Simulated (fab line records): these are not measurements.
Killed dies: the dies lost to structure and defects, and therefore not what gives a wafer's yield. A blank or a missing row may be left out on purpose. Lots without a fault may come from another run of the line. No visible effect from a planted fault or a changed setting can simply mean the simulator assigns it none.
Which tool was responsible? / flow nand-harc / Sampling: 11 lots, 33 wafers, 5 of 1302 route steps

WHAT THE GAUGES SHOWED, per wafer
NHARC_END_SORT_01.
lot=L320; measured=day 30 08:39; on=prober-01; killed-at-array=41 45 23
lot=L325; measured=day 32 23:14; on=prober-02; killed-at-array=67 94 69
lot=L327; measured=day 33 04:47; on=prober-01; killed-at-array=40 40 33
lot=L328; measured=day 33 07:49; on=prober-02; killed-at-array=96 83 58

EACH LOT AND THE TOOL THAT RAN IT (in order: tool; ch and the chambers of the sampled wafers; start)
lot=L308; NHARC_A_CHANNEL_FILL_D2_ALD_14=ald-hk-02 ch 0,1,2, day 14 17:23; NHARC_A_CHANNEL_FILL_D2_ALD_15=ald-sin-batch-03 ch 0, day 15 10:35 or earlier; NHARC_A_CHANNEL_FILL_D2_STRIP_28=rie-diel-11 ch 1,2,3, day 15 10:35; NHARC_A_CHANNEL_FILL_D2_ANNEAL_22=furnace-01 ch 0, day 15 19:16
lot=L309; NHARC_A_CHANNEL_FILL_D2_ALD_14=ald-hk-02 ch 0,1,2, day 14 17:39; NHARC_A_CHANNEL_FILL_D2_ALD_15=ald-sin-batch-03 ch 0, day 15 10:35 or earlier; NHARC_A_CHANNEL_FILL_D2_STRIP_28=rie-diel-09 ch 1,3, day 15 10:35; NHARC_A_CHANNEL_FILL_D2_ANNEAL_22=furnace-01 ch 0, day 15 19:16
lot=L310; NHARC_A_CHANNEL_FILL_D2_ALD_14=ald-hk-03 ch 2,3, day 15 05:43; NHARC_A_CHANNEL_FILL_D2_ALD_15=ald-sin-batch-03 ch 0, day 15 23:06 or earlier; NHARC_A_CHANNEL_FILL_D2_STRIP_28=rie-diel-11 ch 0,1,3, day 15 23:06; NHARC_A_CHANNEL_FILL_D2_ANNEAL_22=furnace-01 ch 0, day 16 06:47
lot=L311; NHARC_A_CHANNEL_FILL_D2_ALD_14=ald-hk-03 ch 0,1,2, day 15 16:01; NHARC_A_CHANNEL_FILL_D2_ALD_15=ald-sin-batch-01 ch 0, day 16 09:49 or earlier; NHARC_A_CHANNEL_FILL_D2_STRIP_28=rie-diel-09 ch 0,1,3, day 16 09:49; NHARC_A_CHANNEL_FILL_D2_ANNEAL_22=furnace-01 ch 0, day 16 17:33
lot=L320; NHARC_A_CHANNEL_FILL_D2_ALD_14=ald-hk-03 ch 0,1,3, day 19 09:51; NHARC_A_CHANNEL_FILL_D2_ALD_15=ald-sin-batch-01 ch 0, day 20 02:30 or earlier; NHARC_A_CHANNEL_FILL_D2_STRIP_28=rie-diel-01 ch 0,3, day 20 02:30; NHARC_A_CHANNEL_FILL_D2_ANNEAL_22=furnace-05 ch 0, day 20 10:45
lot=L322; NHARC_A_CHANNEL_FILL_D2_ALD_14=ald-hk-02 ch 0,1,3, day 20 10:20; NHARC_A_CHANNEL_FILL_D2_ALD_15=ald-sin-batch-02 ch 0, day 21 04:09 or earlier; NHARC_A_CHANNEL_FILL_D2_STRIP_28=rie-diel-09 ch 0,2,3, day 21 04:09; NHARC_A_CHANNEL_FILL_D2_ANNEAL_22=furnace-04 ch 0, day 21 11:24
lot=L325; NHARC_A_CHANNEL_FILL_D2_ALD_14=ald-hk-02 ch 2,3, day 21 11:41; NHARC_A_CHANNEL_FILL_D2_ALD_15=ald-sin-batch-02 ch 0, day 22 05:17 or earlier; NHARC_A_CHANNEL_FILL_D2_STRIP_28=rie-diel-11 ch 2,3, day 22 05:17; NHARC_A_CHANNEL_FILL_D2_ANNEAL_22=furnace-04 ch 0, day 22 14:16
lot=L326; NHARC_A_CHANNEL_FILL_D2_ALD_14=ald-hk-02 ch 0,1,2, day 21 19:45; NHARC_A_CHANNEL_FILL_D2_ALD_15=ald-sin-batch-02 ch 0, day 22 13:14 or earlier; NHARC_A_CHANNEL_FILL_D2_STRIP_28=rie-diel-11 ch 0,3, day 22 13:14; NHARC_A_CHANNEL_FILL_D2_ANNEAL_22=furnace-01 ch 0, day 22 21:43
lot=L327; NHARC_A_CHANNEL_FILL_D2_ALD_14=ald-hk-01 ch 0,3, day 22 10:37; NHARC_A_CHANNEL_FILL_D2_ALD_15=ald-sin-batch-03 ch 0, day 23 03:56 or earlier; NHARC_A_CHANNEL_FILL_D2_STRIP_28=rie-diel-09 ch 1,2,3, day 23 03:56; NHARC_A_CHANNEL_FILL_D2_ANNEAL_22=furnace-05 ch 0, day 23 11:44
lot=L328; NHARC_A_CHANNEL_FILL_D2_ALD_14=ald-hk-02 ch 0,1,3, day 22 10:38; NHARC_A_CHANNEL_FILL_D2_ALD_15=ald-sin-batch-03 ch 0, day 23 03:55 or earlier; NHARC_A_CHANNEL_FILL_D2_STRIP_28=rie-diel-01 ch 0,1,2, day 23 03:55; NHARC_A_CHANNEL_FILL_D2_ANNEAL_22=furnace-05 ch 0, day 23 11:44
lot=L329; NHARC_A_CHANNEL_FILL_D2_ALD_14=ald-hk-02 ch 0,3, day 23 10:36; NHARC_A_CHANNEL_FILL_D2_ALD_15=ald-sin-batch-03 ch 0, day 24 03:20 or earlier; NHARC_A_CHANNEL_FILL_D2_STRIP_28=rie-diel-01 ch 0,1, day 24 03:20; NHARC_A_CHANNEL_FILL_D2_ANNEAL_22=furnace-04 ch 0, day 24 10:35
- NHARC_A_CHANNEL_FILL_D2_ALD_14: deposits SiO2, target thk 2.5 nm, pulse time 10 s, ald cycles 25.
- NHARC_A_CHANNEL_FILL_D2_ALD_15: deposits SiNx, target thk 2 nm, pulse time 60 s, ald cycles 19.
- NHARC_A_CHANNEL_FILL_D2_STRIP_28: strips in O2, time 20 s.
- NHARC_A_CHANNEL_FILL_D2_ANNEAL_22: time 7200 s.

THE ANSWER, worked out from the rows above alone
Rule: the usual values come from the lots themselves. Put in order of their means at a reading, lots are off if they are a third of the lots or fewer, leave a main group of 4 or more, and stand apart from it by a gap of 3 or more times the standard deviation of the main group's means; of several such gaps the widest counts. If all means in a main group match to the digits the tables above print for the reading, that group is not used. Also off: a lot with no number at a reading for which 4 or more lots have one. Where the step has rows for the other lots, those lots are counted as sound.
None of the lots is off at any reading shown; this tells nothing.

WHAT THE SIMULATOR HAD PUT IN
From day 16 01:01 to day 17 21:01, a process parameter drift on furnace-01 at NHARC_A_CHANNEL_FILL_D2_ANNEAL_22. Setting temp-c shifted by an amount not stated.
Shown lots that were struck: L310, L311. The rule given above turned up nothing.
